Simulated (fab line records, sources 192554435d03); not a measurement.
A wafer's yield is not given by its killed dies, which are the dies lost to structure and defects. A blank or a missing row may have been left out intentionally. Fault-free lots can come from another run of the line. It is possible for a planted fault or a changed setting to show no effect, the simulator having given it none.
fab line records ; flow n5-finfet
record lots=8; wafers=24; last-day=18
route steps=1938 shown FIN_SAQP@120 BEOL_M4@1111 PASSIVATION@1936
lots with no fault: from the same line, run without faults
start-h: hours from the record's opening day to when the first of the lot's shown wafers began ; wait-h: hours elapsed since this lot's preceding step ; " unchanged from the row above ; L1.1+2: one row covering several wafers at once ; - either no value or no given start ; * or withheld: withheld ; < > ~ a bound
route shown NAME@n: names a module that has steps shown in the file, with the first one's number in the route ; usual: average and standard deviation across the fault-free wafers ; same: alike in all rows ; chamber/n: place in a boat ; sites: each site's reading ; _std_site: standard deviation across them ; _edge_site: the outer-site mean with the inner-site mean subtracted ; radius-mm: how far each site lies from the wafer's centre ; mask NAME#n: copy n ; behind: the tool/chamber that last shaped the wafer ; hold: what put the lot on hold/how long, in hours/how the hold closed ; device: names the non-switching transistor (n, p or np) ; end of line: at the end of the route, the tests of the same wafers ; a step with no rows: only its recipe ; killed: count of dies lost to structure and defects at first sort (not the wafer's yield) ; map: a wafer's dies, marking killed ones x, the rest . and places with no die _
set.NAME: the setting as run; set.NAME@STEP: as run at that earlier step ; model.NAME: the simulator's own value behind a step, which no gauge read
the route's steps for a sample of lots (tables are steps, rows are wafers)
services: a tool's chamber out of use, with start hour (start-h, from the record's first day; less than 0 if before it), hours out, and reason
## steps
# step N5_FIN_SAQP_MANDREL_ETCH_22
# recipe target-depth-a=600; chemistry=HBr/Cl2; target=a-Si; stop-on=SiNx; bt-time-s=10; over-etch-frac=0.5; time-s=30; pressure-mtorr=10; icp-w=800; bias-w=75; HBr_flow_sccm=150; Cl2_flow_sccm=80; ends=end-point
# usual drypump-motor-current-A=5.6/0.41; oes-product-au=0.771/0.017; rf-fwd-power-W=795.5/2.6; throttle-valve-pct=35.3/0.31
lot.wafer;tool;chamber;start-h;wait-h;drypump-motor-current-A;oes-product-au;rf-fwd-power-W;rf-hours-counter-h;throttle-valve-pct
L960.2;rie-si-02;3;22.68;0.0;5.4;0.757;798.0;63;35.6
L960.4;rie-si-02;0;22.68;0.0;5.7;0.769;788.8;55;35.7
L960.6;rie-si-02;0;22.68;0.0;5.7;0.775;790.9;-;35.7
L963.1;rie-si-01;3;40.58;0.0;5.5;0.770;792.1;87;34.9
L963.5;rie-si-01;2;40.58;0.0;4.8;0.787;796.6;-;35.1
L963.6;rie-si-01;1;40.58;0.0;5.7;0.771;791.6;-;35.6
L964.1;rie-si-01;2;46.62;0.0;4.8;0.762;798.5;42;35.2
L964.4;rie-si-01;0;46.62;0.0;6.1;0.731;793.0;6;35.5
L964.5;rie-si-01;3;46.62;0.0;5.5;0.775;798.2;-;34.9
L968.3;rie-si-01;1;70.06;0.0;5.8;0.762;796.8;14;35.6
L968.5;rie-si-01;3;70.06;0.0;5.5;0.776;792.9;-;34.9
L968.6;rie-si-01;2;70.06;0.0;4.8;0.768;793.6;-;35.2
L970.3;rie-si-01;0;82.97;0.0;6.1;0.740;796.9;7;35.5
L970.5;rie-si-01;3;82.97;0.0;5.5;0.777;794.0;-;34.9
L970.6;rie-si-01;2;82.97;0.0;4.8;0.790;800.9;-;35.1
L976.4;rie-si-05;3;118.70;0.0;5.9;0.758;791.4;8;35.6
L976.5;rie-si-05;3;118.70;0.0;5.9;0.765;796.2;-;35.6
L976.6;rie-si-05;2;118.70;0.0;6.0;0.781;791.5;-;35.4
L977.2;rie-si-05;3;124.91;0.0;5.9;0.760;796.1;8;35.6
L977.4;rie-si-05;1;124.91;0.0;5.0;0.776;794.4;62;35.5
L977.6;rie-si-05;0;124.91;0.0;5.8;0.782;799.5;-;35.0
L979.1;rie-si-05;2;137.05;0.0;6.0;0.771;796.8;159;35.4
L979.2;rie-si-05;3;137.05;0.0;5.9;0.744;794.5;8;35.6
L979.6;rie-si-05;0;137.05;0.0;5.8;0.776;797.8;-;35.0
# step N5_FIN_SAQP_STRIP_55
# recipe chemistry=N2/H2; power-w=500; temp-c=40; pressure-mtorr=50; rf-frequency-hz=6e+07; overash-fraction=0.3; bias-power-w=28; h2-frac=0.5; n2-flow-sccm=300; h2-flow-sccm=300
# usual drypump-motor-current-A=5.7/0.38; h2-flow-sccm=299.9/0.95; oes-product-au=0.77/0.092; rf-vpp-V=122.1/1.4; showerhead-plenum-p-Torr=3.41/0.11; throttle-valve-pct=18.73/0.29
lot.wafer;tool;chamber;start-h;wait-h;drypump-motor-current-A;h2-flow-sccm;oes-product-au;rf-hours-counter-h;rf-vpp-V;showerhead-plenum-p-Torr;throttle-valve-pct
L960.2;rie-diel-01;1;22.78;0.1;5.3;300.3;0.76;157;123.1;3.47;18.96
L960.4;rie-diel-01;0;22.78;0.1;5.9;300.8;0.70;-;120.1;3.18;18.64
L960.6;rie-diel-01;1;22.78;0.1;5.3;300.7;0.76;-;124.8;3.47;18.93
L963.1;rie-diel-01;2;40.70;0.1;5.9;300.0;0.90;17;124.5;3.57;18.45
L963.5;rie-diel-01;1;40.70;0.1;5.3;300.5;0.76;-;122.4;3.47;18.96
L963.6;rie-diel-01;2;40.70;0.1;5.9;299.3;0.92;-;123.6;3.58;18.45
L964.1;rie-diel-06;2;46.72;0.1;5.6;299.8;0.70;205;125.1;3.48;18.94
L964.4;rie-diel-06;0;46.72;0.1;5.2;298.8;0.73;222;121.6;3.42;18.18
L964.5;rie-diel-06;2;46.72;0.1;5.6;300.2;0.72;-;121.8;3.48;18.94
L968.3;rie-diel-04;0;70.33;0.2;6.1;300.7;0.68;240;123.3;3.44;19.06
L968.5;rie-diel-04;3;70.33;0.2;5.5;299.2;0.68;-;122.4;3.43;18.70
L968.6;rie-diel-04;0;70.33;0.2;6.1;300.0;0.68;-;124.6;3.44;19.04
L970.3;rie-diel-01;3;83.07;0.1;5.2;300.8;0.92;14;121.9;3.42;18.55
L970.5;rie-diel-01;0;83.07;0.1;5.9;300.1;0.68;-;120.9;3.17;18.66
L970.6;rie-diel-01;3;83.07;0.1;5.3;299.4;0.94;-;121.6;3.42;18.55
L976.4;rie-diel-06;1;119.02;0.3;5.6;299.5;0.87;54;123.4;3.40;18.66
L976.5;rie-diel-06;2;119.02;0.3;5.6;297.7;0.70;-;122.5;3.47;18.96
L976.6;rie-diel-06;1;119.02;0.3;5.6;301.1;0.87;-;121.9;3.40;18.67
L977.2;rie-diel-04;2;125.00;0.1;6.0;299.1;0.75;181;122.5;3.33;19.24
L977.4;rie-diel-04;1;125.00;0.1;6.2;299.5;0.74;177;122.9;3.48;19.01
L977.6;rie-diel-04;1;125.00;0.1;6.2;298.4;0.74;-;122.6;3.48;19.00
L979.1;rie-diel-06;0;137.17;0.1;5.2;301.9;0.70;249;124.6;3.41;18.22
L979.2;rie-diel-06;3;137.17;0.1;5.0;299.8;0.72;190;120.2;3.20;18.47
L979.6;rie-diel-06;0;137.17;0.1;5.2;300.3;0.71;-;120.6;3.41;18.23
# step N5_FIN_SAQP_SPACER1_ALD_24
# recipe material=SiO2; target-thk-a=203; temp-c=300; ald-precursor-family=BDEAS; ald-co-reactant=O2-plasma; pulse-time-s=1; purge-time-s=2; co-reactant-purge-time-s=2; ald-cycles=218; pressure-torr=2
# usual heater-power-w=469/34; precursor-pulse-height-rel=0.997/0.019; susceptor-temp-C=300.01/0.19
lot.wafer;tool;chamber;start-h;wait-h;heater-power-w;precursor-pulse-height-rel;susceptor-temp-C
L960.2;ald-sin-04;3;23.54;0.3;421;0.996;300.35
L960.4;ald-sin-04;0;23.54;0.3;517;1.014;300.18
L960.6;ald-sin-04;2;23.54;0.3;515;1.000;300.06
L963.1;ald-sin-04;2;41.41;0.3;520;0.972;299.91
L963.5;ald-sin-04;1;41.41;0.3;411;1.023;300.01
L963.6;ald-sin-04;2;41.41;0.3;527;0.969;300.04
L964.1;ald-sin-04;0;47.42;0.3;490;0.980;291.99
L964.4;ald-sin-04;3;47.42;0.3;398;1.003;291.93
L964.5;ald-sin-04;1;47.42;0.3;404;1.010;291.94
L968.3;ald-sin-04;0;71.04;0.1;484;1.015;292.28
L968.5;ald-sin-04;1;71.04;0.1;400;1.011;291.79
L968.6;ald-sin-04;2;71.04;0.1;486;1.012;291.93
L970.3;ald-sin-03;0;83.78;0.1;516;0.989;300.02
L970.5;ald-sin-03;0;83.78;0.1;515;1.025;299.91
L970.6;ald-sin-03;3;83.78;0.1;468;1.013;299.78
L976.4;ald-sin-01;1;119.75;0.1;493;0.972;300.08
L976.5;ald-sin-01;0;119.75;0.1;430;1.023;299.73
L976.6;ald-sin-01;1;119.75;0.1;487;0.998;300.04
L977.2;ald-sin-03;0;125.79;0.3;533;0.984;299.93
L977.4;ald-sin-03;3;125.79;0.3;447;0.978;300.12
L977.6;ald-sin-03;0;125.79;0.3;525;0.967;300.12
L979.1;ald-sin-01;2;137.90;0.3;479;0.970;300.23
L979.2;ald-sin-01;1;137.90;0.3;485;1.002;300.14
L979.6;ald-sin-01;0;137.90;0.3;446;0.996;300.12
# step N5_FIN_SAQP_MANDREL1_REMOVE_56
# recipe chemistry=HBr/Cl2/O2; bt-time-s=10; target=a-Si; stop-on=SiNx; endpoint=OES-SiCl; over-etch-frac=1; icp-w=600; bias-w=22; HBr_flow_sccm=150; Cl2_flow_sccm=80; O2_flow_sccm=5; pressure-mtorr=10
# usual drypump-motor-current-A=5.7/0.36; oes-product-au=1.008/0.019; rf-fwd-power-W=597.2/2.2; throttle-valve-pct=36.6/0.38
lot.wafer;tool;chamber;start-h;wait-h;drypump-motor-current-A;oes-product-au;rf-fwd-power-W;rf-hours-counter-h;throttle-valve-pct
L960.2;rie-si-05;1;24.35;0.1;5.0;1.027;601.5;60;36.8
L960.4;rie-si-05;0;24.35;0.1;5.8;1.015;596.6;90;36.3
L960.6;rie-si-05;1;24.35;0.1;5.0;1.010;597.6;-;36.8
L963.1;rie-si-02;2;42.26;0.1;6.1;1.033;598.7;81;35.8
L963.5;rie-si-02;1;42.26;0.1;5.4;1.044;598.9;-;36.5
L963.6;rie-si-02;0;42.26;0.1;5.7;0.999;592.0;-;37.0
L964.1;rie-si-02;1;48.23;0.1;5.4;1.036;600.5;27;36.5
L964.4;rie-si-02;0;48.23;0.1;5.8;1.005;594.5;56;37.0
L964.5;rie-si-02;2;48.23;0.1;6.1;1.032;598.7;-;35.8
L968.3;rie-si-02;1;71.94;0.1;5.4;1.031;598.6;28;36.5
L968.5;rie-si-02;3;71.94;0.1;5.4;1.003;599.3;-;36.9
L968.6;rie-si-02;0;71.94;0.1;5.8;0.995;594.8;-;37.0
L970.3;rie-si-01;3;84.58;0.1;5.5;1.007;598.6;87;36.2
L970.5;rie-si-01;1;84.58;0.1;5.8;1.005;594.1;-;36.9
L970.6;rie-si-01;0;84.58;0.1;6.1;0.971;598.9;-;36.8
L976.4;rie-si-05;3;120.70;0.1;5.9;0.978;601.5;8;36.9
L976.5;rie-si-05;2;120.70;0.1;6.0;1.014;599.3;-;36.7
L976.6;rie-si-05;1;120.70;0.1;5.0;1.010;594.4;-;36.8
L977.2;rie-si-02;3;126.59;0.1;5.4;1.004;596.7;65;36.9
L977.4;rie-si-02;2;126.59;0.1;6.1;1.022;599.2;83;35.8
L977.6;rie-si-02;3;126.59;0.1;5.4;1.006;595.5;-;36.9
L979.1;rie-si-05;0;138.70;0.1;5.8;1.019;598.0;92;36.3
L979.2;rie-si-05;3;138.70;0.1;5.9;0.987;594.2;8;36.9
L979.6;rie-si-05;3;138.70;0.1;5.9;0.980;596.2;-;36.9
# step N5_FIN_SAQP_CD_MEAS_27
# recipe target-cd-nm=20; landing-energy-ev=1000; detector=se-inlens; polarity=line
# usual cd-nm=20.31/0.21
lot.wafer;tool;chamber;start-h;wait-h;cd-nm
L960.2;cd-sem-03;0;24.46;0.1;20.11
L960.4;cd-sem-03;0;24.46;0.1;20.10
L960.6;cd-sem-03;0;24.46;0.1;20.21
L963.1;cd-sem-02;0;42.37;0.1;20.48
L963.5;cd-sem-02;0;42.37;0.1;20.20
L963.6;cd-sem-02;0;42.37;0.1;20.63
L964.1;cd-sem-01;0;48.34;0.1;20.50
L964.4;cd-sem-01;0;48.34;0.1;20.76
L964.5;cd-sem-01;0;48.34;0.1;20.80
L968.3;cd-sem-01;0;72.06;0.1;21.04
L968.5;cd-sem-01;0;72.06;0.1;20.77
L968.6;cd-sem-01;0;72.06;0.1;21.07
L970.3;cd-sem-03;0;84.70;0.1;20.14
L970.5;cd-sem-03;0;84.70;0.1;20.23
L970.6;cd-sem-03;0;84.70;0.1;20.37
L976.4;cd-sem-02;0;120.82;0.1;20.43
L976.5;cd-sem-02;0;120.82;0.1;20.30
L976.6;cd-sem-02;0;120.82;0.1;20.57
L977.2;cd-sem-01;0;126.70;0.1;20.43
L977.4;cd-sem-01;0;126.70;0.1;20.58
L977.6;cd-sem-01;0;126.70;0.1;20.35
L979.1;cd-sem-03;0;138.81;0.1;20.47
L979.2;cd-sem-03;0;138.81;0.1;20.38
L979.6;cd-sem-03;0;138.81;0.1;20.53
# step N5_BEOL_M4_RC_MEAS_101
# usual DIBL_N=36.0/1.9; DIBL_P=35.6/2.2; IOFF_N=0.15/0.031; IOFF_P=0.19/0.032; ION_N=668/11; ION_P=455/7.2; SS_N=71.5/0.65; SS_P=73.4/0.64; VT_N=251/3.6; VT_P=-253/3.3
lot.wafer;tool;chamber;start-h;wait-h;DIBL_N[mV/V];DIBL_P[mV/V];IOFF_N[nA/um];IOFF_P[nA/um];ION_N[uA/um];ION_P[uA/um];SS_N[mV/dec];SS_P[mV/dec];VT_N[mV];VT_P[mV]
L960.2;prober-01;0;190.18;0.2;36.4;35.6;0.15;0.21;671;461;70.7;73.6;249;-249
L960.4;prober-01;0;190.18;0.2;35.7;34.2;0.14;0.19;664;460;70.1;73.3;251;-251
L960.6;prober-01;0;190.18;0.2;37.5;36.3;0.17;0.22;675;457;71.0;73.7;250;-250
L964.1;prober-01;0;215.89;0.0;34.7;34.5;0.14;0.19;665;458;70.7;72.5;252;-251
L964.4;prober-01;0;215.89;0.0;40.0;38.0;0.23;0.25;681;457;72.7;74.4;249;-250
L964.5;prober-01;0;215.89;0.0;37.7;36.0;0.18;0.22;669;465;71.5;74.2;249;-251
L963.1;prober-02;0;226.65;0.0;38.1;37.8;0.20;0.23;685;463;71.4;73.6;241;-249
L963.5;prober-02;0;226.65;0.0;36.1;36.1;0.16;0.20;676;459;71.4;73.3;251;-253
L963.6;prober-02;0;226.65;0.0;35.0;33.9;0.15;0.17;665;453;71.7;72.9;251;-254
L968.3;prober-02;0;248.01;0.3;34.0;33.2;0.12;0.19;650;452;71.2;72.7;255;-251
L968.5;prober-02;0;248.01;0.3;34.2;32.6;0.12;0.17;660;453;71.1;72.7;257;-255
L968.6;prober-02;0;248.01;0.3;32.9;32.8;0.11;0.17;665;458;71.4;72.7;254;-254
L970.3;prober-01;0;288.47;0.3;33.1;33.0;0.11;0.17;663;455;70.5;72.5;251;-254
L970.5;prober-01;0;288.47;0.3;33.8;33.7;0.12;0.17;661;454;71.3;73.3;250;-253
L970.6;prober-01;0;288.47;0.3;32.3;31.0;0.10;0.14;658;449;70.5;73.1;255;-256
L976.4;prober-01;0;308.79;0.5;34.9;35.3;0.14;0.18;667;454;71.1;73.0;251;-253
L976.5;prober-01;0;308.79;0.5;35.5;36.0;0.15;0.20;662;450;71.2;73.4;249;-248
L976.6;prober-01;0;308.79;0.5;33.6;34.6;0.13;0.18;667;461;71.0;73.0;251;-252
L977.2;prober-01;0;322.82;0.2;38.0;36.6;0.17;0.21;677;463;70.9;74.0;249;-251
L977.4;prober-01;0;322.82;0.2;36.8;34.7;0.14;0.18;666;459;71.3;73.7;248;-253
L977.6;prober-01;0;322.82;0.2;38.8;37.1;0.18;0.21;683;461;72.0;73.4;248;-250
L979.1;prober-01;0;331.90;0.0;37.3;36.5;0.17;0.20;679;457;71.4;73.6;247;-251
L979.2;prober-01;0;331.90;0.0;36.7;35.3;0.15;0.18;665;451;72.2;72.7;250;-253
L979.6;prober-01;0;331.90;0.0;38.7;39.4;0.21;0.25;686;462;72.4;73.9;243;-251
# step N5_PASSIVATION_PROBE_49
# usual defect-limited-yield=91.3/1.4; killed_at_M0_to_M3=34/10; killed_at_M4_up=14/5.5; killed-at-contacts=12/6; killed-at-front-end=40/10; killed-at-other=3.0/2.4; killed-dies=103/17; killed-open=68/13; killed-short=34/7.8; sort_bin_5_function=5.1/0.97; sort_bin_6_memory=3.3/0.66; sort-n-pass=1077/17; sort-yield-pct=91.2/1.4
# same gross-dies=1180; killed-at-back-side=0; sort_bin_4_leakage[%]=0; sort_bin_8_speed[%]=0
lot.wafer;tool;chamber;start-h;wait-h;defect-limited-yield[%];killed_at_M0_to_M3;killed_at_M4_up;killed-at-contacts;killed-at-front-end;killed-at-other;killed-dies;killed-open;killed-short;sort_bin_5_function[%];sort_bin_6_memory[%];sort-n-pass;sort-yield-pct[%]
L968.5;prober-01;-;356.81;0.2;90.6;33;23;14;40;1;111;73;34;5.1;4.1;1069;90.6
# killed by level:class
L968.5 FIN_SAQP:geometric-particle:short=13 MOL_CONTACT_COAG:geometric-particle:open=10 BEOL_M2:geometric-particle:open=9 BEOL_M4:geometric-particle:open=9 FIN_SAQP:geometric-particle:open=7 BEOL_M3:geometric-particle:open=7 STI_FIN_REVEAL:geometric-particle:open=6 BEOL_M1:geometric-particle:open=6
## services
tool;chamber;start-h;hours;kind
rie-si-01;2;5.70;8.5;repair
rie-si-02;1;12.14;0.9;repair
ald-sin-03;3;13.95;3.1;repair
rie-diel-01;3;14.08;-;clean
rie-diel-01;3;14.08;-;consumable-replace:focus-ring
ald-sin-04;2;25.63;4.1;repair
ald-sin-01;-;27.66;9.9;repair
rie-si-05;0;45.20;6.5;repair
ald-sin-04;0;57.58;2.9;repair
ald-sin-03;0;72.50;9.3;repair
ald-sin-01;-;85.13;2.8;pm
ald-sin-04;-;85.25;14.0;pm
ald-sin-04;0;85.25;14.0;vent-cycle
ald-sin-04;1;85.25;14.0;vent-cycle
ald-sin-04;2;85.25;14.0;vent-cycle
ald-sin-04;3;85.25;14.0;vent-cycle
rie-diel-01;1;88.33;1.7;repair
ald-sin-04;0;99.25;-;clean
ald-sin-04;1;99.25;-;clean
ald-sin-04;2;99.25;-;clean
ald-sin-04;3;99.25;-;clean
rie-diel-01;1;111.49;9.7;repair
ald-sin-04;2;111.61;-;calibration
rie-diel-06;0;130.10;4.0;repair
## key
first-sign step=N5_FIN_SAQP_SPACER1_ALD_24; reading=susceptor-temp-C; direction=down; sigmas=43; usual=*; struck=*
effect step=N5_FIN_SAQP_CD_MEAS_27; reading=cd-nm; direction=up; sigmas=2.5; usual=20.31; struck=20.82
met-at N5_FIN_SAQP_SPACER1_ALD_24
struck-lots L964,L968
not-acting-at N5_FIN_SAQP_MANDREL_ETCH_22,N5_FIN_SAQP_STRIP_55,N5_FIN_SAQP_MANDREL1_REMOVE_56
onset-between 41.41 47.42
fault kind=process-parameter-drift; tool=ald-sin-04; chamber=-; onset-h=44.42; steps=N5_FIN_SAQP_SPACER1_ALD_24; channel=temp-c; offset=*; shape=step; end-h=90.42; acts-in=*; stated=*
